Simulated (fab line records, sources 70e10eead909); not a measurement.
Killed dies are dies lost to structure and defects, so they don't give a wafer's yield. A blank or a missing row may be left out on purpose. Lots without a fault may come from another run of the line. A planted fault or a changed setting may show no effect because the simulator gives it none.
Which tool did it? | flow nand_harc | 24 lots, 72 wafers sampled, at 5 steps of a route of 1302

WHAT THE GAUGES READ, wafer by wafer
NHARC_P_M2_THK_MEAS_24: measures by xrf. Usual: thk_nm 145.1 nm, standard deviation 1.9.
lot  | measured     | on            | thk_nm (nm)       | flag
L074 | day 6 18:28  | film_metro-01 | 143.6 145.2 146.9 |
L075 | day 6 20:09  | film_metro-02 | 145.0 144.1 143.7 |
L076 | day 7 06:02  | film_metro-01 | 145.8 143.6 147.4 |
L077 | day 7 22:11  | film_metro-02 | 144.5 143.3 144.4 |
L078 | day 7 23:06  | film_metro-01 | 147.5 147.8 145.8 |
L079 | day 8 09:48  | film_metro-01 | 146.1 146.5 146.5 |
L080 | day 9 03:07  | film_metro-02 | 145.9 144.4 149.3 |
L081 | day 9 09:37  | film_metro-01 | 146.0 144.6 143.8 |
L082 | day 9 19:45  | film_metro-02 | 143.5 144.7 142.6 |
L084 | day 10 12:19 | film_metro-01 | 144.2 143.2 145.5 |
L083 | day 10 13:19 | film_metro-01 | 145.8 144.4 143.0 |
L085 | day 11 05:41 | film_metro-02 | 147.0 145.4 147.6 |
L086 | day 11 10:39 | film_metro-01 | 146.0 143.1 145.9 |
L087 | day 11 17:02 | film_metro-02 | 143.4 142.3 144.8 |
L088 | day 12 10:40 | film_metro-01 | 145.5 148.3 147.8 |
L089 | day 12 16:42 | film_metro-01 | 144.1 147.1 146.4 |
L090 | day 13 07:42 | film_metro-02 | 143.1 144.7 146.6 |
L091 | day 13 21:50 | film_metro-02 | 143.1 147.3 142.3 |
L092 | day 14 09:47 | film_metro-01 | 144.0 144.9 147.4 |
L093 | day 14 15:26 | film_metro-01 | 149.7 144.7 150.0 |
L094 | day 14 19:19 | film_metro-01 | 141.9 142.2 146.3 |
L096 | day 15 08:05 | film_metro-02 | 146.5 145.6 144.8 |
L095 | day 15 08:55 | film_metro-02 | 144.5 146.1 146.3 |
L097 | day 16 01:20 | film_metro-02 | 143.4 145.3 144.5 |

WHICH TOOL RAN EACH LOT (tool, then ch and the chambers of the sampled wafers, then the start)
lot  | NHARC_P_M1_PVD_20                       | NHARC_P_M1_CMP_23             | NHARC_P_M2_ETCH_15                            | NHARC_P_M2_PRE_CLEAN_30
L074 | pvd_sputter-01, day 6 13:59 or earlier  | cmp-04 ch 0,1,3, day 6 13:59  | rie_diel-12 ch 0,1,3, day 6 18:28 or earlier  | pvd_sputter-03, day 6 18:28 or earlier
L075 | pvd_sputter-02, day 6 15:16 or earlier  | cmp-04 ch 0,1,2, day 6 15:16  | rie_diel-03 ch 0,1, day 6 20:09 or earlier    | pvd_sputter-02, day 6 20:09 or earlier
L076 | pvd_sputter-01, day 7 01:33 or earlier  | cmp-03 ch 0,2,3, day 7 01:33  | rie_diel-13 ch 1,3, day 7 06:02 or earlier    | pvd_sputter-01, day 7 06:02 or earlier
L077 | pvd_sputter-02, day 7 17:43 or earlier  | cmp-03 ch 0,2,3, day 7 17:43  | rie_diel-13 ch 0,2,3, day 7 22:11 or earlier  | pvd_sputter-03, day 7 22:11 or earlier
L078 | pvd_sputter-03, day 7 18:38 or earlier  | cmp-03 ch 0,1, day 7 18:38    | rie_diel-03 ch 1,2, day 7 23:06 or earlier    | pvd_sputter-01, day 7 23:06 or earlier
L079 | pvd_sputter-01, day 8 05:31 or earlier  | cmp-02 ch 0,1,2, day 8 05:31  | rie_diel-13 ch 0,2, day 8 09:48 or earlier    | pvd_sputter-01, day 8 09:48 or earlier
L080 | pvd_sputter-03, day 8 22:40 or earlier  | cmp-02 ch 0,3, day 8 22:40    | rie_diel-13 ch 0,1,2, day 9 03:07 or earlier  | pvd_sputter-02, day 9 03:07 or earlier
L081 | pvd_sputter-01, day 9 04:55 or earlier  | cmp-03 ch 0,3, day 9 04:55    | rie_diel-12 ch 1,2, day 9 09:37 or earlier    | pvd_sputter-03, day 9 09:37 or earlier
L082 | pvd_sputter-02, day 9 15:17 or earlier  | cmp-02 ch 1,3, day 9 15:17    | rie_diel-03 ch 1,2,3, day 9 19:45 or earlier  | pvd_sputter-02, day 9 19:45 or earlier
L084 | pvd_sputter-01, day 10 07:52 or earlier | cmp-04 ch 1,2,3, day 10 07:52 | rie_diel-03 ch 0,1,2, day 10 12:19 or earlier | pvd_sputter-02, day 10 12:19 or earlier
L083 | pvd_sputter-03, day 10 08:50 or earlier | cmp-03 ch 0,2,3, day 10 08:50 | rie_diel-03 ch 0,1,2, day 10 13:19 or earlier | pvd_sputter-02, day 10 13:19 or earlier
L085 | pvd_sputter-01, day 11 01:04 or earlier | cmp-02 ch 1,2,3, day 11 01:04 | rie_diel-13 ch 0,1,3, day 11 05:41 or earlier | pvd_sputter-02, day 11 05:41 or earlier
L086 | pvd_sputter-01, day 11 05:50 or earlier | cmp-02 ch 1,2, day 11 05:50   | rie_diel-03 ch 0,2,3, day 11 10:39 or earlier | pvd_sputter-02, day 11 10:39 or earlier
L087 | pvd_sputter-01, day 11 12:34 or earlier | cmp-04 ch 1,2, day 11 12:34   | rie_diel-03 ch 1,3, day 11 17:02 or earlier   | pvd_sputter-02, day 11 17:02 or earlier
L088 | pvd_sputter-03, day 12 06:08 or earlier | cmp-03 ch 0,1, day 12 06:08   | rie_diel-03 ch 2,3, day 12 10:40 or earlier   | pvd_sputter-03, day 12 10:40 or earlier
L089 | pvd_sputter-03, day 12 12:20 or earlier | cmp-04 ch 0,3, day 12 12:20   | rie_diel-12 ch 0,1,3, day 12 16:42 or earlier | pvd_sputter-02, day 12 16:42 or earlier
L090 | pvd_sputter-03, day 13 02:33 or earlier | cmp-04 ch 0,1,2, day 13 02:33 | rie_diel-12 ch 1,2, day 13 07:42 or earlier   | pvd_sputter-02, day 13 07:42 or earlier
L091 | pvd_sputter-03, day 13 17:23 or earlier | cmp-04 ch 1,2, day 13 17:23   | rie_diel-03 ch 1,2, day 13 21:50 or earlier   | pvd_sputter-03, day 13 21:50 or earlier
L092 | pvd_sputter-01, day 14 05:08 or earlier | cmp-04 ch 0,2, day 14 05:08   | rie_diel-13 ch 0,2, day 14 09:47 or earlier   | pvd_sputter-02, day 14 09:47 or earlier
L093 | pvd_sputter-01, day 14 10:56 or earlier | cmp-04 ch 0,2,3, day 14 10:56 | rie_diel-13 ch 0,2, day 14 15:26 or earlier   | pvd_sputter-02, day 14 15:26 or earlier
L094 | pvd_sputter-01, day 14 14:46 or earlier | cmp-03 ch 0,1,2, day 14 14:46 | rie_diel-13 ch 0,2,3, day 14 19:19 or earlier | pvd_sputter-02, day 14 19:19 or earlier
L096 | pvd_sputter-02, day 15 03:34 or earlier | cmp-04 ch 0,1, day 15 03:34   | rie_diel-13 ch 1,2, day 15 08:05 or earlier   | pvd_sputter-03, day 15 08:05 or earlier
L095 | pvd_sputter-03, day 15 04:27 or earlier | cmp-02 ch 0,2, day 15 04:27   | rie_diel-12 ch 1,2,3, day 15 08:55 or earlier | pvd_sputter-02, day 15 08:55 or earlier
L097 | pvd_sputter-02, day 15 20:50 or earlier | cmp-03 ch 0,1,2, day 15 20:50 | rie_diel-13 ch 0,2,3, day 16 01:20 or earlier | pvd_sputter-02, day 16 01:20 or earlier
- NHARC_P_M1_PVD_20: deposits TaN, target thk 5 nm, time 8.06 s.
- NHARC_P_M1_CMP_23: polishes, t overpolish 20 s, target thk 157.82 nm.
- NHARC_P_M2_ETCH_15: etches the open film in C4F8/Ar, target depth 182.5 nm, time 91.2 s.
- NHARC_P_M2_PRE_CLEAN_30: time 30 s.

WHAT THE TOOLS THEMSELVES READ (means of the sampled wafers that have a number; where no wafer has one, the mark that the record gives instead)
NHARC_P_M1_PVD_20. Usual: throttle_valve_pct 29.8 %, standard deviation 1.2.
lot  | tool           | throttle_valve_pct (%) | flag
L074 | pvd_sputter-01 | 29.0                   |
L075 | pvd_sputter-02 | 30.5                   |
L076 | pvd_sputter-01 | 31.1                   |
L077 | pvd_sputter-02 | 30.4                   |
L078 | pvd_sputter-03 | 30.7                   |
L079 | pvd_sputter-01 | 28.9                   |
L080 | pvd_sputter-03 | 29.2                   |
L081 | pvd_sputter-01 | 28.9                   |
L082 | pvd_sputter-02 | 29.9                   |
L084 | pvd_sputter-01 | 29.7                   |
L083 | pvd_sputter-03 | 29.4                   |
L085 | pvd_sputter-01 | 29.1                   |
L086 | pvd_sputter-01 | 30.3                   |
L087 | pvd_sputter-01 | 29.8                   |
L088 | pvd_sputter-03 | 29.7                   |
L089 | pvd_sputter-03 | 29.6                   |
L090 | pvd_sputter-03 | 30.3                   |
L091 | pvd_sputter-03 | 29.4                   |
L092 | pvd_sputter-01 | 29.9                   |
L093 | pvd_sputter-01 | 29.2                   |
L094 | pvd_sputter-01 | 29.9                   |
L096 | pvd_sputter-02 | 30.9                   |
L095 | pvd_sputter-03 | 30.0                   |
L097 | pvd_sputter-02 | 30.7                   |

NHARC_P_M1_CMP_23. Usual: motor_current_A 12.5 A, standard deviation 0.99; time_to_endpoint_s 30 s, standard deviation 3.5.
lot  | tool   | motor_current_A (A) | time_to_endpoint_s (s) | flag
L074 | cmp-04 | 11.9                | 31                     |
L075 | cmp-04 | 12.3                | 31                     |
L076 | cmp-03 | 12.7                | 28                     |
L077 | cmp-03 | 13.0                | 30                     |
L078 | cmp-03 | 13.0                | 27                     |
L079 | cmp-02 | 12.2                | 32                     |
L080 | cmp-02 | 13.4                | 28                     |
L081 | cmp-03 | 12.7                | 28                     |
L082 | cmp-02 | 12.6                | 29                     |
L084 | cmp-04 | 12.2                | 33                     |
L083 | cmp-03 | 12.6                | 29                     |
L085 | cmp-02 | 12.4                | 30                     |
L086 | cmp-02 | 12.3                | 31                     |
L087 | cmp-04 | 12.8                | 29                     |
L088 | cmp-03 | 12.7                | 27                     |
L089 | cmp-04 | 11.2                | 31                     |
L090 | cmp-04 | 12.1                | 30                     |
L091 | cmp-04 | 12.2                | 32                     |
L092 | cmp-04 | 11.6                | 29                     |
L093 | cmp-04 | 11.6                | 31                     |
L094 | cmp-03 | 13.2                | 29                     |
L096 | cmp-04 | 11.8                | 30                     |
L095 | cmp-02 | 13.3                | 27                     |
L097 | cmp-03 | 13.3                | 26                     |

NHARC_P_M2_ETCH_15. Usual: oes_product_au 0.939 a.u., standard deviation 0.025; rf_vpp_V 440.7 V, standard deviation 2.9.
lot  | tool        | oes_product_au (a.u.) | rf_vpp_V (V) | flag
L074 | rie_diel-12 | 0.935                 | 441.6        |
L075 | rie_diel-03 | 0.916                 | 441.7        |
L076 | rie_diel-13 | 0.924                 | 443.4        |
L077 | rie_diel-13 | 0.972                 | 440.9        |
L078 | rie_diel-03 | 0.922                 | 440.6        |
L079 | rie_diel-13 | 0.968                 | 438.7        |
L080 | rie_diel-13 | 0.960                 | 442.9        |
L081 | rie_diel-12 | 0.932                 | 439.2        |
L082 | rie_diel-03 | 0.932                 | 439.1        |
L084 | rie_diel-03 | 0.924                 | 441.6        |
L083 | rie_diel-03 | 0.919                 | 440.5        |
L085 | rie_diel-13 | 0.974                 | 440.2        |
L086 | rie_diel-03 | 0.917                 | 438.9        |
L087 | rie_diel-03 | 0.910                 | 440.9        |
L088 | rie_diel-03 | 0.906                 | 437.4        |
L089 | rie_diel-12 | 0.973                 | 441.9        |
L090 | rie_diel-12 | 0.969                 | 439.0        |
L091 | rie_diel-03 | 0.975                 | 442.1        |
L092 | rie_diel-13 | 0.922                 | 439.4        |
L093 | rie_diel-13 | 0.920                 | 439.4        |
L094 | rie_diel-13 | 0.924                 | 440.9        |
L096 | rie_diel-13 | 0.947                 | 445.3        |
L095 | rie_diel-12 | 0.927                 | 439.4        |
L097 | rie_diel-13 | 0.971                 | 440.6        |

NHARC_P_M2_PRE_CLEAN_30. Usual: heater_power_w 442 W, standard deviation 42.
lot  | tool           | heater_power_w (W) | flag
L074 | pvd_sputter-03 | 431                |
L075 | pvd_sputter-02 | 442                |
L076 | pvd_sputter-01 | 440                |
L077 | pvd_sputter-03 | 437                |
L078 | pvd_sputter-01 | 455                |
L079 | pvd_sputter-01 | 430                |
L080 | pvd_sputter-02 | 443                |
L081 | pvd_sputter-03 | 445                |
L082 | pvd_sputter-02 | 446                |
L084 | pvd_sputter-02 | 442                |
L083 | pvd_sputter-02 | 445                |
L085 | pvd_sputter-02 | 460                |
L086 | pvd_sputter-02 | 418                |
L087 | pvd_sputter-02 | 445                |
L088 | pvd_sputter-03 | 463                |
L089 | pvd_sputter-02 | 405                |
L090 | pvd_sputter-02 | 449                |
L091 | pvd_sputter-03 | 435                |
L092 | pvd_sputter-02 | 395                |
L093 | pvd_sputter-02 | 414                |
L094 | pvd_sputter-02 | 458                |
L096 | pvd_sputter-03 | 420                |
L095 | pvd_sputter-02 | 487                |
L097 | pvd_sputter-02 | 462                |

THE ANSWER, worked out from the rows above alone
Rule: a lot is off if the mean of its wafers that have a number lies more than 3 standard deviations from the usual mean. A lot without any number at a reading at which 4 lots or more have one is off too. The other lots that the step has rows for count as sound. The gauges are gone through in route order, then the tools' own readings, and for those a lot's mean is taken as printed above. The first step at which some lot is off is used, and at that step the reading that is off furthest; a lot without a number counts as furthest.
No lot is off at any reading shown: from this, nothing can be told.

WHAT THE SIMULATOR HAD PUT IN
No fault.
